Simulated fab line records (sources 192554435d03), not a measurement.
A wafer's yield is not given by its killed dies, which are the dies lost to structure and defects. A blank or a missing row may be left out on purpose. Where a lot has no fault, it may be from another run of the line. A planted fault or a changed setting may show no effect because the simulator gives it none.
Split-lot study	flow n5-finfet	on a route of 1938 steps: 7 lots, 21 wafers read

## ON THE SPLIT
At N5_WELL_APT_EXPOSE_22 (exposes mask PWELL, defocus 0 nm, target cd 200 nm), the setting dose-mj was moved away from the recipe's 23.2 on 6 of the 21 wafers read, by +2.4% to +7.5%. For the rest of the wafers, this setting stayed at what the recipe calls for.

## FROM THE SPLIT TO THE READING: what the file shows between them, 3 steps
- N5_WELL_APT_PEB_23: peb time 90 s (also split here: peb-time-s)
- N5_WELL_APT_DEVELOP_24: develop time 45 s
- N5_WELL_APT_HARDBAKE_29: time 120 s

## THE READING
cd-nm at N5_WELL_APT_CD_MEAS_25, given in nm (cd target 200 nm). On this fab line, fault-free wafers typically give 199.9 nm with a standard deviation of 2.3 nm.

wafer	tool, chamber at the split	dose-mj as run	against the recipe	cd-nm, nm	against lot-mates on the recipe
L077.3	krf-scanner-02, 0	23.2	recipe	198.8	-
L077.5	krf-scanner-02, 0	23.75	+2.4%	211.6	+9.0
L077.6	krf-scanner-02, 0	23.2	recipe	206.4	-
L079.1	krf-scanner-02, 0	23.2	recipe	197.8	-
L079.3	krf-scanner-02, 0	23.2	recipe	201.3	-
L079.4	krf-scanner-02, 0	23.2	recipe	198.5	-
L080.2	krf-scanner-01, 0	23.2	recipe	199.9	-
L080.5	krf-scanner-01, 0	23.2	recipe	204.2	-
L080.6	krf-scanner-01, 0	23.2	recipe	201.8	-
L081.1	krf-scanner-02, 0	23.2	recipe	198.7	-
L081.5	krf-scanner-02, 0	24.94	+7.5%	212.8	+14.1
L081.6	krf-scanner-02, 0	24.94	+7.5%	216.3	+17.6
L085.1	krf-scanner-02, 0	23.2	recipe	190.0	-
L085.2	krf-scanner-02, 0	23.2	recipe	201.3	-
L085.5	krf-scanner-02, 0	23.2	recipe	200.9	-
L086.1	krf-scanner-02, 0	23.2	recipe	190.2	-
L086.5	krf-scanner-02, 0	23.2	recipe	195.4	-
L086.6	krf-scanner-02, 0	24.72	+6.6%	214.2	+21.4
L088.1	krf-scanner-01, 0	24.44	+5.3%	206.3	+11.0
L088.2	krf-scanner-01, 0	23.2	recipe	195.3	-
L088.5	krf-scanner-01, 0	24.44	+5.3%	205.7	+10.4

THE FIT
A straight line over all 21 wafers: cd-nm changes by +2.02 nm for each +1% of dose-mj; r = +0.79; the points scatter about the line by 4.5 nm.
The same after taking each lot's own level away (the mean of its wafers on the recipe; 21 wafers): +2.33 nm for each +1%; r = +0.90; scatter 3.3 nm.
On that fit, the largest move of dose-mj shifts the reading by 18 nm.
Measured against the standard deviation above, the lots' own levels, which go from 192.80 to 202.60 nm, span 4.3 times it.
So the lot-to-lot level blurs the effect unless lot-mates are compared.
Check: +18.9 nm against its lot-mates is what the line predicts for one of the wafers moved furthest among these (+7.5%) when that wafer is left out of the fit. Against them it came out at +14.1 nm.

## OTHER SPLITS ON THESE WAFERS
Note: prior to the reading, these wafers also went through further splits. Each is held against what the fit with the lots' levels taken away leaves over:
other split on the same wafers	wafers away from the commonest value	r with cd-nm (lot level and that fit taken away)
N5_ZERO_LAYER_PECVD_02 time-s	9	-0.01
N5_ZERO_LAYER_COAT_05 spin-rpm	6	+0.07
N5_WELL_APT_PEB_23 peb-time-s	5	+0.50

## THE WHOLE CHAIN: every reading that the file lists as answering this split, in the file's order
step	what it does	reading	change (the file's fit)	r (the file's)
N5_WELL_APT_CD_MEAS_25	target cd 200 nm	cd-nm	+2.53 nm for each +1% of the setting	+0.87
N5_WELL_APT_DESCUM_30	chemistry O2, time 7.9 s	WELL_APT.cd-nm (the simulator's own value, which no gauge read)	+2.54 nm for each +1% of the setting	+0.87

## THE FILE'S OWN FIT
cd-nm changes by +2.53 nm for each +1% of dose-mj, r = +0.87.
